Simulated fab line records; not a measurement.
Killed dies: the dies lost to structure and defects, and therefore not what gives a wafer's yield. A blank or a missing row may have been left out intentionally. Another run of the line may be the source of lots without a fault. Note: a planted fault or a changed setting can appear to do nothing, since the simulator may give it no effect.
Split-lot study ; flow n5-finfet ; 21 wafers read from 7 lots, route of 1938 steps

== ABOUT THE SPLIT ==
At N5_BEOL_M3_COAT_68 (time 60 s, resist thk 12 nm), the setting spin-rpm was moved away from the recipe's 1500 rpm on 4 of the 21 wafers read, by -8.3% to +6.6%. This setting was run at the recipe's value on the other wafers.

== FROM THE SPLIT TO THE READING: what the file shows between them, 5 steps ==
- N5_BEOL_M3_COAT_76: time 60 s, resist thk 5 nm (also split here: spin-rpm)
- N5_BEOL_M3_COAT_22: resist thk 30 nm
- N5_BEOL_M3_EBR_24
- N5_BEOL_M3_DESCUM_33: chemistry O2, time 7 s
- N5_BEOL_M3_ETCH_77: etches underlayer in N2/H2, target depth 6.5 nm, time 5.2 s

== THE READING ==
etch.depth-nm (the simulator's own value, which no gauge read), in nm, at N5_BEOL_M3_ETCH_69 (etches SiARC in CF4, target depth 15.6 nm, time 26 s). There is no usual value for it anywhere in the file. Average 12.03 nm, standard deviation 0.031 nm, over the 17 wafers here run with the recipe.

wafer;tool, chamber at the split;spin-rpm as run, rpm;against the recipe;etch.depth-nm, nm;against lot-mates on the recipe
L074.4;litho-track-02, 0;1500;recipe;12.01;-
L074.5;litho-track-02, 0;1500;recipe;12.01;-
L074.6;litho-track-02, 0;1500;recipe;11.98;-
L077.4;litho-track-02, 0;1500;recipe;11.95;-
L077.5;litho-track-02, 0;1376;-8.3%;12.51;+0.56
L077.6;litho-track-02, 0;1376;-8.3%;12.48;+0.53
L083.2;litho-track-04, 0;1500;recipe;12.03;-
L083.3;litho-track-04, 0;1599;+6.6%;11.63;-0.40
L083.6;litho-track-04, 0;1599;+6.6%;11.63;-0.40
L087.2;litho-track-01, 0;1500;recipe;12.02;-
L087.3;litho-track-01, 0;1500;recipe;12.04;-
L087.4;litho-track-01, 0;1500;recipe;12.05;-
L095.1;litho-track-02, 0;1500;recipe;12.06;-
L095.3;litho-track-02, 0;1500;recipe;12.06;-
L095.5;litho-track-02, 0;1500;recipe;12.05;-
L096.3;litho-track-02, 0;1500;recipe;12.07;-
L096.4;litho-track-02, 0;1500;recipe;12.05;-
L096.5;litho-track-02, 0;1500;recipe;12.06;-
L097.2;litho-track-01, 0;1500;recipe;12.01;-
L097.3;litho-track-01, 0;1500;recipe;12.02;-
L097.6;litho-track-01, 0;1500;recipe;12.03;-

THE FIT
A straight line over all 21 wafers: etch.depth-nm changes by -0.058 nm for each +1% of spin-rpm; r = -0.99; the points scatter about the line by 0.03 nm.
The same after taking each lot's own level away (the mean of its wafers on the recipe; 21 wafers): -0.0638 nm for each +1%; r = -1.00; scatter 0.013 nm.
Per that fit: largest spin-rpm move, reading shift of 0.53 nm.
From 11.950 to 12.060 nm: that is the span of the lots' own levels, equal to 3.6 times the standard deviation above.
The two slopes agree, so the slope changes little with the lot-to-lot level.
Check: +0.516 nm against its lot-mates is what the line predicts for one of the wafers moved furthest among these (-8.3%) when that wafer is left out of the fit. It came out at +0.56 nm against them.

== FURTHER SPLITS ON THESE WAFERS ==
These wafers also went through other splits before the reading. Each is held against what the fit with the lots' levels taken away leaves over:
other split on the same wafers;wafers away from the commonest value;r with etch.depth-nm (lot level and that fit taken away)
N5_BEOL_M1_ILD_DEP_00 time-s;6;-0.17
N5_BEOL_M1_COAT_05 spin-rpm;6;+0.10
N5_BEOL_M2_TRENCH_ETCH_37 source-w;9;-0.09
N5_BEOL_M3_COAT_76 spin-rpm;5;+0.10

== THE WHOLE CHAIN: every reading that the file lists as answering this split, in the file's order ==
step;what it does;reading;change (the file's fit);r (the file's)
N5_BEOL_M3_COAT_68;time 60 s, resist thk 12 nm;SiARC_of_BEOL_M3_COAT_68.thk-nm (the simulator's own value, which no gauge read);-0.0605 nm for each +1% of the setting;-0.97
N5_BEOL_M3_ETCH_69;etches SiARC in CF4, target depth 15.6 nm, time 26 s;etch.depth-nm (the simulator's own value, which no gauge read);-0.0635 nm for each +1% of the setting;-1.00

== THE FILE'S OWN FIT ==
etch.depth-nm changes by -0.0635 nm for each +1% of spin-rpm, r = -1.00.
